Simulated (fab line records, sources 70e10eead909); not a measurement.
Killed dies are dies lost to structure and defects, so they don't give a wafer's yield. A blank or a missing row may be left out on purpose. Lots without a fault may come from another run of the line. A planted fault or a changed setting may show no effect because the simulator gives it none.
fab line records | flow nand_harc
record lots=7 wafers=21 last_day=24
route steps=1159 shown A_M0@1021 A_M1@1026 END@1159
lots that met no fault: from a run of the same line without faults
start_h: hours from the record's first day to the start of the lot's first wafer shown | wait_h: hours since the lot's step before | " the same as in the row above | L1.1+2: a row that stands for several wafers | - no value, or no start given | * or withheld: withheld | < > ~ a bound
route shown NAME@n: a module of which the file shows steps, and the number in the route of the first | usual: mean/standard deviation of fault-free wafers | same: alike in all rows | chamber/n: place in a boat | sites: the reading at each site | _std_site: their standard deviation | _edge_site: outer sites' mean less inner sites' | radius_mm: how far each site lies from the wafer's centre | mask NAME#n: copy n | behind: the tool/chamber that last shaped the wafer | hold: why the lot was held/for how many hours/how that ended | device: the transistor (n, p or np) that didn't switch | end of line: the same wafers' tests at the end of the route | a step without rows: its recipe alone | killed: dies lost to structure and defects at the first sort, not the wafer's yield | map: a wafer's dies, x killed, . not, _ none there
set.NAME: the setting as run; set.NAME@STEP: as run at that earlier step | model.NAME: the simulator's own value behind a step, which no gauge read
lots at some steps of the route; a table a step, a row a wafer
services: from which hour (start_h, from the record's first day; less than 0 if before it) a tool's chamber was out of use, for how many hours, and why
## steps
# step NHARC_A_M0_SRD_25
# step NHARC_A_M0_INSPECT_27
# usual raw_defect_count=450/140
# columns lot.wafer tool chamber start_h wait_h raw_defect_count
L992.1 defect_inspect-01 - 464.87 0.0 261
L992.3 " - " " 312
L992.4 " - " " 363
L997.1 defect_inspect-02 - 480.98 0.0 658
L997.3 " - " " 872
L997.6 " - " " 997
L100.2 defect_inspect-01 - 502.61 0.0 385
L100.4 " - " " 445
L100.5 " - " " 429
L102.1 defect_inspect-02 - 504.49 0.0 406
L102.3 " - " " 496
L102.4 " - " " 451
L101.1 defect_inspect-02 - 505.08 0.0 461
L101.2 " - " " 516
L101.3 " - " " 376
L105.3 defect_inspect-01 - 526.92 0.0 344
L105.4 " - " " 313
L105.5 " - " " 478
L104.1 defect_inspect-01 - 534.06 0.0 540
L104.5 " - " " 479
L104.6 " - " " 377
# step NHARC_A_M0_PRE_CLEAN_31
# recipe time_s=12 temp_c=370 rf_power_w=300 gas=NH3
# usual heater_power_w=663/82
# columns lot.wafer tool chamber start_h wait_h heater_power_w
L992.3 pecvd-04 1 464.94 0.1 582
L992.1 " 0 " " 553
L992.4 " 0 " " 569
L997.1 pecvd-01 0 481.05 0.1 733
L997.3 " 1 " " 687
L997.6 " 0 " " 772
L100.2 pecvd-01 2 502.67 0.1 657
L100.5 " 2 " " 672
L100.4 " 1 " " 729
L102.1 pecvd-02 0 504.55 0.1 638
L102.3 " 1 " " 676
L102.4 " 0 " " 643
L101.1 pecvd-04 0 505.32 0.2 607
L101.3 " 1 " " 598
L101.2 " 2 " " 810
L105.3 pecvd-01 0 527.05 0.1 707
L105.4 " 2 " " 681
L105.5 " 0 " " 705
L104.1 pecvd-04 0 534.13 0.1 549
L104.5 " 0 " " 538
L104.6 " 2 " " 753
# step NHARC_A_M0_DEP_32
# recipe target_thk_a=300 temp_c=370 target_thk_nm=30 pressure_torr=3 flow_sccm=200 rf_w=450 material=SiCN
# usual heater_power_w=600/80
# columns lot.wafer tool chamber start_h wait_h heater_power_w
L992.3 pecvd-04 1 465.02 0.1 589
L992.1 " 0 " " 526
L992.4 " 0 " " 558
L997.1 pecvd-01 0 481.13 0.1 672
L997.3 " 1 " " 640
L997.6 " 0 " " 661
L100.2 pecvd-01 2 502.75 0.1 504
L100.5 " 2 " " 503
L100.4 " 1 " " 622
L102.1 pecvd-02 0 504.63 0.1 592
L102.3 " 1 " " 672
L102.4 " 0 " " 495
L101.1 pecvd-04 0 505.40 0.1 554
L101.3 " 1 " " 535
L101.2 " 2 " " 736
L105.3 pecvd-01 0 527.19 0.1 661
L105.4 " 2 " " 555
L105.5 " 0 " " 651
L104.1 pecvd-04 0 534.21 0.1 552
L104.5 " 0 " " 531
L104.6 " 2 " " 759
# step NHARC_A_M1_DEP_00
# recipe target_thk_a=1825 target_thk_nm=182.5 temp_c=withheld pressure_torr=5 flow_sccm=200 rf_w=600 material=SiOC
# step NHARC_A_M1_DEHYDRATE_01
# recipe temp_c=150 time_s=120
# step NHARC_A_M1_HMDS_02
# recipe time_s=30
# step NHARC_A_M1_COAT_34
# recipe temp_c=200 time_s=65
# step NHARC_A_M1_COAT_03
# recipe spin_rpm=1500 resist_thk_nm=90
# step NHARC_A_M1_SOFTBAKE_04
# recipe temp_c=105 time_s=55
# step NHARC_A_M1_EBR_05
# step NHARC_A_M1_EXPOSE_06
# recipe na=1.35 target_cd_nm=120 dose_mj=75.13 mask_id=A_M1
# usual exposure_dose_mJ_cm2=75.13/0.086 reticle_temp_C=23.00/0.11
# columns lot.wafer tool chamber start_h wait_h mask exposure_dose_mJ_cm2 reticle_temp_C
L992.1 arfi_scanner-02 0 466.12 - A_M1#0 75.29 23.19
L992.3 " 0 " " A_M1#0 75.26 23.00
L992.4 " 0 " " A_M1#0 75.24 23.01
L997.1 arfi_scanner-03 0 482.22 - A_M1#0 75.14 22.84
L997.3 " 0 " " A_M1#0 75.18 22.76
L997.6 " 0 " " A_M1#0 75.18 22.85
L100.2 arfi_scanner-02 0 503.77 - A_M1#0 68.63 23.02
L100.4 " 0 " " A_M1#0 68.64 23.01
L100.5 " 0 " " A_M1#0 68.63 22.70
L102.1 arfi_scanner-03 0 505.74 - A_M1#0 75.16 22.85
L102.3 " 0 " " A_M1#0 75.11 23.06
L102.4 " 0 " " A_M1#0 75.06 22.91
L101.1 arfi_scanner-03 0 506.38 - A_M1#0 75.09 23.12
L101.2 " 0 " " A_M1#0 75.23 23.19
L101.3 " 0 " " A_M1#0 75.17 23.10
L105.3 arfi_scanner-02 0 528.20 - A_M1#0 69.85 23.11
L105.4 " 0 " " A_M1#0 69.79 22.95
L105.5 " 0 " " A_M1#0 69.73 22.90
L104.1 arfi_scanner-02 0 535.30 - A_M1#0 70.86 23.09
L104.5 " 0 " " A_M1#0 70.98 23.12
L104.6 " 0 " " A_M1#0 70.93 22.90
# step NHARC_A_M1_PEB_07
# recipe peb_temp_c=100 peb_time_s=65
# step NHARC_A_M1_DEVELOP_08
# recipe develop_time_s=35 dev_temp_c=23
# step NHARC_A_M1_CD_MEAS_09
# recipe target_cd_nm=120 landing_energy_ev=500
# usual cd_nm=120.0/0.61
# columns lot.wafer tool chamber start_h wait_h cd_nm
L992.1 cd_sem-03 0 466.26 - 120.0
L992.3 " 0 " " 118.9
L992.4 " 0 " " 120.1
L997.1 cd_sem-03 0 482.36 - 120.0
L997.3 " 0 " " 120.4
L997.6 " 0 " " 120.8
L100.2 cd_sem-03 0 503.90 - 114.9
L100.4 " 0 " " 114.8
L100.5 " 0 " " 114.2
L102.1 cd_sem-03 0 505.89 - 119.8
L102.3 " 0 " " 120.5
L102.4 " 0 " " 119.1
L101.1 cd_sem-02 0 506.52 - 119.7
L101.2 " 0 " " 119.8
L101.3 " 0 " " 120.0
L105.3 cd_sem-01 0 528.34 - 115.8
L105.4 " 0 " " 116.1
L105.5 " 0 " " 116.3
L104.1 cd_sem-01 0 535.45 - 116.8
L104.5 " 0 " " 117.3
L104.6 " 0 " " 116.9
# step NHARC_A_M1_OVL_MEAS_10
# recipe pitch_nm=240
# usual overlay_x_nm=-0.3/0.97 overlay_y_nm=-0.2/0.81
# columns lot.wafer tool chamber start_h wait_h overlay_x_nm overlay_y_nm
L992.1 overlay-02 - 466.35 - -0.1 0.2
L992.3 " - " " -0.7 -0.2
L992.4 " - " " -0.2 0.2
L997.1 overlay-01 - 482.44 - 0.1 -1.3
L997.3 " - " " -0.4 -1.6
L997.6 " - " " 0.4 -1.2
L100.2 overlay-02 - 503.99 - -0.3 1.0
L100.4 " - " " 0.1 1.3
L100.5 " - " " -0.4 1.2
L102.1 overlay-01 - 505.99 - 1.9 -0.5
L102.3 " - " " 2.2 -0.6
L102.4 " - " " 2.7 -0.6
L101.1 overlay-02 - 506.61 - -0.8 -0.1
L101.2 " - " " -0.1 -0.2
L101.3 " - " " -0.2 -0.1
L105.3 overlay-01 - 528.42 - -1.2 1.0
L105.4 " - " " -1.5 0.3
L105.5 " - " " -0.6 0.6
L104.1 overlay-02 - 535.54 - -1.3 -1.5
L104.5 " - " " -1.4 -1.2
L104.6 " - " " -1.3 -1.0
# step NHARC_A_M1_INSPECT_11
# usual raw_defect_count=31/14
# columns lot.wafer tool chamber start_h wait_h raw_defect_count
L992.1 defect_inspect-01 - 466.39 0.0 27
L992.3 " - " " 51
L992.4 " - " " 41
L997.1 defect_inspect-02 - 482.48 0.0 49
L997.3 " - " " 40
L997.6 " - " " 40
L100.2 defect_inspect-01 - 504.04 0.1 35
L100.4 " - " " 30
L100.5 " - " " 38
L102.1 defect_inspect-01 - 506.02 0.0 27
L102.3 " - " " 24
L102.4 " - " " 18
L101.1 defect_inspect-02 - 506.65 0.0 42
L101.2 " - " " 44
L101.3 " - " " 56
L105.3 defect_inspect-01 - 528.46 0.0 44
L105.4 " - " " 33
L105.5 " - " " 37
L104.1 defect_inspect-02 - 535.58 0.0 56
L104.5 " - " " 50
L104.6 " - " " 41
# step NHARC_A_M1_DESCUM_14
# recipe time_s=3 o2_flow_sccm=200 ar_flow_sccm=0 bias_power_w=0 chemistry=O2
# usual drypump_motor_current_A=5.6/0.48 oes_product_au=0.994/0.0092 rf_vpp_V=58.1/0.95 showerhead_plenum_p_Torr=1.97/0.057 throttle_valve_pct=11.312/0.0094
# columns lot.wafer tool chamber start_h wait_h drypump_motor_current_A oes_product_au rf_hours_counter_h rf_vpp_V showerhead_plenum_p_Torr throttle_valve_pct model.A_M1.cd_nm
L992.3 rie_diel-07 3 466.45 0.1 6.3 0.998 3.7 57.9 1.91 11.305 118.7
L992.4 " 0 " " 5.4 1.001 3.7 57.4 1.94 11.342 119.7
L992.1 " 1 " " 5.2 0.978 3.6 59.8 2.05 11.320 120.3
L997.1 rie_diel-07 1 482.55 0.1 5.2 0.979 5.0 58.7 2.05 11.317 120.5
L997.3 " 3 " " 6.3 0.987 5.4 57.3 1.91 11.303 121
L997.6 " 1 " " 5.2 0.985 - 56.5 2.05 11.330 120.9
L100.4 rie_diel-08 3 504.10 0.1 6.3 0.998 1.7 57.8 1.95 11.307 115
L100.2 " 1 " " 5.8 0.984 1.9 56.9 1.99 11.304 116.3
L100.5 " 3 " " 6.3 1.003 - 58.9 1.95 11.303 115.1
L102.3 rie_diel-04 3 506.09 0.1 5.3 0.992 1.0 58.6 2.02 11.311 120.2
L102.1 " 0 " " 6.1 0.997 1.0 58.7 1.87 11.300 119.4
L102.4 " 1 " " 6.4 0.990 0.9 57.3 1.89 11.312 119.9
L101.1 rie_diel-04 2 506.71 0.1 4.9 1.006 1.0 57.1 2.01 11.314 119.8
L101.2 " 0 " " 6.1 1.012 1.1 59.1 1.87 11.311 119.4
L101.3 " 1 " " 6.4 0.986 1.0 58.2 1.89 11.318 120.3
L105.4 rie_diel-07 0 528.52 0.1 5.4 1.011 8.9 58.0 1.94 11.319 116.4
L105.3 " 2 " " 5.6 0.998 8.7 57.6 1.95 11.295 116.8
L105.5 " 0 " " 5.4 1.006 - 58.1 1.94 11.315 117.3
L104.1 rie_diel-04 1 535.64 0.1 6.4 0.973 1.4 57.0 1.89 11.319 117.3
L104.5 " 1 " " 6.4 0.983 - 57.4 1.89 11.316 117.8
L104.6 " 2 " " 4.9 1.004 - 57.4 2.01 11.301 117.4
# step NHARC_A_M1_ETCH_35
# recipe target_depth_a=400 overetch_a=120 time_s=43.94 ion_energy_ev=200 n2_flow_sccm=150 h2_flow_sccm=150 ar_flow_sccm=0 rf_w=400 bias_w=150 chemistry=N2/H2
# usual drypump_motor_current_A=5.7/0.48 oes_product_au=0.996/0.0087 rf_vpp_V=432.1/1.9 showerhead_plenum_p_Torr=2.10/0.062 throttle_valve_pct=14.172/0.008
# columns lot.wafer tool chamber start_h wait_h drypump_motor_current_A oes_product_au rf_hours_counter_h rf_vpp_V showerhead_plenum_p_Torr throttle_valve_pct
L992.3 rie_diel-07 3 466.53 0.1 6.3 1.009 3.7 430.0 2.03 14.179
L992.1 " 0 " " 5.4 1.009 3.7 431.0 2.07 14.171
L992.4 " 2 " " 5.6 1.007 3.9 430.0 2.08 14.153
L997.3 rie_diel-07 0 482.64 0.1 5.4 1.014 5.2 431.7 2.06 14.167
L997.1 " 1 " " 5.2 0.999 5.0 434.8 2.18 14.170
L997.6 " 2 " " 5.6 0.994 - 431.7 2.08 14.170
L100.2 rie_diel-08 2 504.20 0.1 5.3 0.999 1.5 433.1 2.10 14.155
L100.4 " 3 " " 6.2 1.009 1.7 431.1 2.08 14.182
L100.5 " 1 " " 5.8 1.000 - 431.4 2.12 14.171
L102.4 rie_diel-04 1 506.17 0.1 6.4 0.986 0.9 429.4 2.01 14.188
L102.1 " 3 " " 5.3 1.003 1.0 435.5 2.16 14.165
L102.3 " 0 " " 6.0 1.005 1.0 429.9 1.99 14.167
L101.1 rie_diel-04 0 506.79 0.1 6.0 1.000 1.1 429.1 1.99 14.169
L101.3 " 1 " " 6.4 0.988 1.0 431.0 2.01 14.170
L101.2 " 2 " " 4.9 0.987 1.0 433.6 2.15 14.164
L105.4 rie_diel-07 1 528.61 0.1 5.2 0.988 8.1 435.0 2.18 14.169
L105.3 " 3 " " 6.4 1.003 9.2 430.9 2.03 14.172
L105.5 " 0 " " 5.4 1.000 - 431.2 2.06 14.169
L104.1 rie_diel-04 2 535.74 0.1 4.9 0.993 1.4 433.1 2.15 14.177
L104.6 " 3 " " 5.3 0.998 - 434.6 2.16 14.170
L104.5 " 0 " " 6.1 1.005 - 426.8 1.99 14.158
# step NHARC_A_M1_ETCH_15
# recipe target_depth_a=1825 time_s=91.2 c4f8_flow_sccm=withheld ar_flow_sccm=400 rf_w=600 bias_w=300 chemistry=C4F8/Ar
# usual oes_product_au=0.952/0.021 rf_vpp_V=442.4/1.8
# columns lot.wafer tool chamber start_h wait_h oes_product_au rf_hours_counter_h rf_vpp_V
L992.4 rie_diel-07 3 - - 0.952 3.8 440.9
L992.1 " 0 " " 0.954 3.7 443.3
L992.3 " 1 " " 0.945 3.6 445.2
L997.1 rie_diel-07 3 - - 0.977 5.5 440.2
L997.3 " 0 " " 0.965 5.2 441.8
L997.6 " 3 " " 0.975 - 440.7
L100.2 rie_diel-08 1 - - 0.966 2.0 443.4
L100.4 " 2 " " 0.976 1.6 443.3
L100.5 " 2 " " 0.981 - 441.7
L102.4 rie_diel-04 0 - - 0.968 1.0 440.5
L102.1 " 2 " " 0.941 1.0 445.1
L102.3 " 3 " " 0.943 1.1 444.1
L101.1 rie_diel-04 0 - - 0.982 1.1 439.7
L101.2 " 2 " " 0.955 1.0 444.2
L101.3 " 3 " " 0.964 1.1 443.8
L105.3 rie_diel-07 1 - - 0.962 8.2 445.7
L105.4 " 2 " " 0.984 8.7 442.0
L105.5 " 2 " " 0.981 - 441.7
L104.1 rie_diel-04 1 - - 0.943 1.5 439.3
L104.5 " 1 " " 0.935 - 439.1
L104.6 " 2 " " 0.950 - 443.6
# step NHARC_A_M1_CD_MEAS_16
# usual cd_nm=120.2/0.93
# columns lot.wafer tool chamber start_h wait_h cd_nm
L992.1 cd_sem-03 - 466.75 - 120.2
L992.3 " - " " 119.0
L992.4 " - " " 119.7
L997.1 cd_sem-02 - 482.85 - 120.4
L997.3 " - " " 121.0
L997.6 " - " " 121.1
L100.2 cd_sem-01 - 504.41 - 116.2
L100.4 " - " " 114.4
L100.5 " - " " 114.8
L102.1 cd_sem-01 - 506.39 - 119.1
L102.3 " - " " 119.8
L102.4 " - " " 119.9
L101.1 cd_sem-01 - 507.01 - 119.9
L101.2 " - " " 119.6
L101.3 " - " " 119.6
L105.3 cd_sem-01 - 528.83 - 117.3
L105.4 " - " " 116.4
L105.5 " - " " 117.9
L104.1 cd_sem-02 - 535.94 - 117.6
L104.5 " - " " 118.3
L104.6 " - " " 117.2
# step NHARC_A_M1_STRIP_18
# recipe power_w=1000 n2_flow_sccm=150 h2_flow_sccm=150 ar_flow_sccm=0 bias_w=0 chemistry=N2/H2
# usual drypump_motor_current_A=5.7/0.45 oes_product_au=0.998/0.0088 rf_vpp_V=91.1/0.85 showerhead_plenum_p_Torr=2.10/0.058 throttle_valve_pct=14.173/0.008
# columns lot.wafer tool chamber start_h wait_h drypump_motor_current_A oes_product_au rf_hours_counter_h rf_vpp_V showerhead_plenum_p_Torr throttle_valve_pct
L992.4 rie_diel-07 2 466.85 0.1 5.5 0.994 4 91.6 2.08 14.181
L992.1 " 3 " " 6.4 1.012 4 90.1 2.03 14.173
L992.3 " 0 " " 5.4 0.997 4 92.2 2.07 14.173
L997.3 rie_diel-04 0 482.97 0.1 6.1 1.003 0 90.8 1.99 14.175
L997.1 " 1 " " 6.4 0.984 0 90.6 2.01 14.180
L997.6 " 3 " " 5.4 0.998 - 90.3 2.16 14.169
L100.2 rie_diel-04 3 504.50 0.1 5.4 1.000 1 90.9 2.16 14.168
L100.4 " 2 " " 4.9 0.998 1 90.1 2.15 14.177
L100.5 " 3 " " 5.3 0.995 - 91.6 2.16 14.171
L102.1 rie_diel-08 1 506.46 0.1 5.8 0.992 2 90.0 2.12 14.182
L102.4 " 2 " " 5.3 1.001 2 92.1 2.10 14.168
L102.3 " 0 " " 5.5 0.995 2 90.3 2.18 14.165
L101.1 rie_diel-08 3 507.09 0.1 6.2 0.996 2 91.9 2.08 14.171
L101.3 " 0 " " 5.5 0.997 2 90.4 2.18 14.167
L101.2 " 2 " " 5.3 0.988 2 92.9 2.10 14.184
L105.4 rie_diel-07 3 528.90 0.1 6.3 0.985 9 91.0 2.03 14.181
L105.3 " 1 " " 5.2 0.994 8 90.7 2.18 14.157
L105.5 " 3 " " 6.3 0.997 - 91.6 2.03 14.181
L104.1 rie_diel-04 3 536.04 0.1 5.3 1.000 2 90.5 2.16 14.173
L104.5 " 2 " " 4.9 0.987 - 93.4 2.15 14.182
L104.6 " 3 " " 5.3 0.989 - 90.9 2.16 14.163
# step NHARC_A_M1_ETCH_28
# recipe target_depth_a=300 over_etch_frac=0.3 time_s=72.99 ion_energy_ev=150 cf4_flow_sccm=50 n2_flow_sccm=100 ar_flow_sccm=150 rf_w=300 bias_w=100 chemistry=CF4/N2
# usual drypump_motor_current_A=5.7/0.44 oes_product_au=0.996/0.0082 rf_vpp_V=315.2/1.4 showerhead_plenum_p_Torr=2.69/0.071 throttle_valve_pct=19.795/0.009
# columns lot.wafer tool chamber start_h wait_h drypump_motor_current_A oes_product_au rf_hours_counter_h rf_vpp_V showerhead_plenum_p_Torr throttle_valve_pct model.A_M1.cd_nm
L992.3 rie_diel-07 1 - - 5.2 0.996 4 316.3 2.80 19.783 119.2
L992.1 " 2 " " 5.6 1.000 4 313.9 2.67 19.790 120.3
L992.4 " 0 " " 5.4 1.008 4 314.5 2.66 19.797 119.1
L997.3 rie_diel-04 1 - - 6.4 0.979 0 314.2 2.59 19.808 121.1
L997.1 " 2 " " 4.9 0.990 0 316.0 2.75 19.818 120
L997.6 " 0 " " 6.1 1.009 - 314.7 2.57 19.820 122
L100.4 rie_diel-04 2 - - 4.9 0.994 1 316.4 2.75 19.803 115
L100.2 " 0 " " 6.1 1.003 1 314.0 2.57 19.800 116.7
L100.5 " 3 " " 5.3 0.996 - 316.9 2.77 19.791 114.9
L102.3 rie_diel-08 1 - - 5.8 0.989 2 316.1 2.72 19.778 120
L102.1 " 2 " " 5.3 1.000 2 315.7 2.70 19.780 119.4
L102.4 " 3 " " 6.3 0.999 2 315.5 2.68 19.793 120.1
L101.2 rie_diel-08 1 - - 5.8 0.979 2 316.2 2.72 19.804 119.2
L101.3 " 3 " " 6.2 0.995 2 313.3 2.67 19.799 119.2
L101.1 " 0 " " 5.5 0.997 2 316.2 2.79 19.807 119.9
L105.4 rie_diel-07 3 - - 6.4 0.994 9 312.9 2.62 19.797 116.8
L105.3 " 0 " " 5.4 1.006 9 316.0 2.65 19.785 117.5
L105.5 " 0 " " 5.4 1.003 - 314.8 2.65 19.789 118.3
L104.1 rie_diel-04 3 - - 5.4 0.994 2 316.6 2.76 19.797 117.4
L104.6 " 3 " " 5.3 1.002 - 316.2 2.77 19.803 116.7
L104.5 " 0 " " 6.0 1.002 - 312.6 2.57 19.787 118.2
# step NHARC_A_M1_STRIP_19
# recipe time_s=600 temp_c=30 chemistry=post_etch_residue_remover
# step NHARC_END_SORT_01
# recipe temp_c=25
# usual defect_limited_yield=95.1/1.8 killed_at_array=29/11 killed_at_other=0.5/0.8 killed_at_periphery=3.5/2.8 killed_dies=33/12 killed_open=3.1/1.8 killed_short=1.8/1.4 sort_bin_2_pct=1.5/0.65 sort_bin_3_pct=0.24/0.21 sort_bin_4_pct=3.1/1.2 sort_n_pass=644/12 sort_rim_yield_pct=97.5/1.9 sort_yield_pct=95.1/1.8
# same gross_dies=677 sort_bin_5_pct[%]=0 sort_bin_6_pct[%]=0 sort_bin_7_pct[%]=0 sort_bin_8_pct[%]=0 sort_rim_n_gross=106.00
# columns lot.wafer tool chamber start_h wait_h defect_limited_yield[%] killed_at_array killed_at_other killed_at_periphery killed_dies killed_open killed_short sort_bin_2_pct[%] sort_bin_3_pct[%] sort_bin_4_pct[%] sort_n_pass sort_rim_yield_pct[%] sort_yield_pct[%]
L992.1 prober-02 0 502.06 2.5 92.8 30 0 19 49 2 4 2.5 0.30 4.4 628 94.3 92.8
L992.3 prober-02 0 503.68 3.1 92.5 43 0 8 51 2 0 3.1 0.15 4.3 626 93.4 92.5
L992.4 prober-02 0 504.49 3.4 93.8 35 0 7 42 1 0 1.5 0.44 4.3 635 98.1 93.8
L997.1 prober-02 0 520.58 2.5 93.6 42 0 1 43 4 0 1.9 0.44 4.0 634 100.0 93.6
L997.3 prober-02 0 522.20 3.1 94.7 35 1 0 36 1 3 1.8 0.44 3.1 641 97.2 94.7
L997.6 prober-02 0 524.63 4.1 94.5 34 1 2 37 3 2 1.6 0.15 3.7 640 99.1 94.5
L102.1 prober-01 0 542.67 2.5 95.4 27 1 3 31 6 1 1.9 0 2.7 646 97.2 95.4
L102.3 prober-01 0 544.28 3.1 95.9 27 0 1 28 5 0 1.5 0.15 2.5 649 98.1 95.9
L102.4 prober-01 0 545.09 3.4 96.6 18 1 4 23 3 3 0.9 0.30 2.2 654 97.2 96.6
# killed by level:class
L992.1 A_SLIT:chamber_film_flake=12 P_STI:chamber_film_flake=8 P_CONTACT:chamber_film_flake=7 A_CHANNEL_HOLE_D1:chamber_film_flake=7 P_ZERO_WELL:chamber_film_flake=4 A_CHANNEL_FILL_D1:geometric_particle:short=2 A_CONTACT:chamber_film_flake=2 A_M0:chamber_film_flake=2
L992.3 A_CHANNEL_HOLE_D1:chamber_film_flake=14 A_SLIT:chamber_film_flake=14 A_CONTACT:chamber_film_flake=4 A_WL_FILL:chamber_film_flake=4 P_ZERO_WELL:chamber_film_flake=3 P_CONTACT:chamber_film_flake=3 A_STAIRCASE:chamber_film_flake=3 A_M0:chamber_film_flake=3
L992.4 A_SLIT:chamber_film_flake=14 A_CHANNEL_HOLE_D1:chamber_film_flake=12 P_CONTACT:chamber_film_flake=3 P_ZERO_WELL:chamber_film_flake=2 P_STI:chamber_film_flake=2 A_CHANNEL_FILL_D1:chamber_film_flake=2 A_STAIRCASE:chamber_film_flake=2 A_CONTACT:chamber_film_flake=2
L997.1 A_CHANNEL_HOLE_D1:chamber_film_flake=18 A_SLIT:chamber_film_flake=15 A_STAIRCASE:chamber_film_flake=4 A_WL_FILL:geometric_particle:open=2 A_CHANNEL_FILL_D1:geometric_particle:open=1 A_CONTACT:geometric_particle:open=1 P_GATE:chamber_film_flake=1 A_CONTACT:chamber_film_flake=1
L997.3 A_CHANNEL_HOLE_D1:chamber_film_flake=17 A_SLIT:chamber_film_flake=10 A_STAIRCASE:chamber_film_flake=4 A_CONTACT:geometric_particle:open=1 A_CONTACT:geometric_particle:short=1 A_M1:geometric_particle:short=1 STARTING-WAFER:geometric_particle:short=1 A_WL_FILL:chamber_film_flake=1
L997.6 A_SLIT:chamber_film_flake=15 A_CHANNEL_HOLE_D1:chamber_film_flake=12 A_STAIRCASE:chamber_film_flake=2 P_M0:geometric_particle:open=1 A_ONON_D1:geometric_particle:short=1 A_WL_FILL:geometric_particle:short=1 A_CONTACT:geometric_particle:open=1 STARTING-WAFER:geometric_particle:open=1
L102.1 A_CHANNEL_HOLE_D1:chamber_film_flake=9 A_STAIRCASE:chamber_film_flake=6 A_CONTACT:chamber_film_flake=5 A_ONON_D1:geometric_particle:open=3 P_GATE:chamber_film_flake=3 A_WL_FILL:geometric_particle:open=1 A_CONTACT:geometric_particle:open=1 A_CONTACT:geometric_particle:short=1
L102.3 A_STAIRCASE:chamber_film_flake=10 A_CHANNEL_HOLE_D1:chamber_film_flake=7 A_ONON_D1:geometric_particle:open=3 A_CONTACT:chamber_film_flake=3 A_SGD_CUT:geometric_particle:open=1 A_CONTACT:geometric_particle:open=1 P_GATE:chamber_film_flake=1 A_ZERO_WELL:chamber_film_flake=1
L102.4 A_CHANNEL_HOLE_D1:chamber_film_flake=7 A_STAIRCASE:chamber_film_flake=5 A_CONTACT:chamber_film_flake=3 P_GATE:geometric_particle:open=1 P_M0:geometric_particle:open=1 P_M1:geometric_particle:short=1 A_SGD_CUT:geometric_particle:short=1 A_WL_FILL:geometric_particle:short=1
## services
# columns tool chamber start_h hours kind
rie_diel-08 0 442.01 2.8 repair
rie_diel-04 0 445.07 - clean
rie_diel-04 1 445.07 - clean
rie_diel-04 2 445.07 - clean
rie_diel-04 3 445.07 - clean
rie_diel-04 0 445.48 3.4 repair
rie_diel-07 - 448.81 8.6 repair
arfi_scanner-03 - 461.07 3.9 repair
rie_diel-04 - 465.90 9.0 pm
rie_diel-04 0 465.90 9.0 vent_cycle
rie_diel-04 1 465.90 9.0 vent_cycle
rie_diel-04 2 465.90 9.0 vent_cycle
rie_diel-04 3 465.90 9.0 vent_cycle
pecvd-01 2 466.83 5.4 repair
rie_diel-04 0 474.90 - clean
rie_diel-04 1 474.90 - clean
rie_diel-04 2 474.90 - clean
arfi_scanner-03 - 476.68 1.8 repair
rie_diel-08 - 478.80 9.0 pm
arfi_scanner-03 - 484.00 4.0 pm
pecvd-02 - 493.03 0.6 repair
rie_diel-04 - 494.56 0.9 repair
pecvd-02 - 515.00 13.0 pm
rie_diel-07 2 529.95 5.2 repair
## key
first_sign step=NHARC_A_M1_EXPOSE_06 reading=exposure_dose_mJ_cm2 direction=down sigmas=62 usual=75.13 struck=69.78
effect step=NHARC_A_M1_CD_MEAS_09 reading=cd_nm direction=down sigmas=6.7 usual=120.0 struck=115.9 through=control_loop
effect step=NHARC_A_M1_CD_MEAS_16 reading=cd_nm direction=down sigmas=3.8 usual=120.2 struck=116.7 through=control_loop
model_effect step=NHARC_A_M1_DESCUM_14 value=A_M1.cd_nm without=121 struck=116.6
model_effect step=NHARC_A_M1_ETCH_28 value=A_M1.cd_nm without=121.2 struck=116.8
met_at NHARC_A_M1_EXPOSE_06
struck_wafers L100.2,L100.4,L100.5,L104.1,L104.5,L104.6,L105.3,L105.4,L105.5
loop_trim step=NHARC_A_M1_EXPOSE_06 setting=dose lots=L104,L105
onset_between 466.12 503.77
fault kind=process_parameter_drift tool=arfi_scanner-02 chamber=- onset_h=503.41 steps=NHARC_A_M1_EXPOSE_06 channel=dose_mj offset=-6.5228 shape=step acts_in=these_recipes_only stated=75.13
# loop_trim: a control loop set the setting to another value than it would have without faults
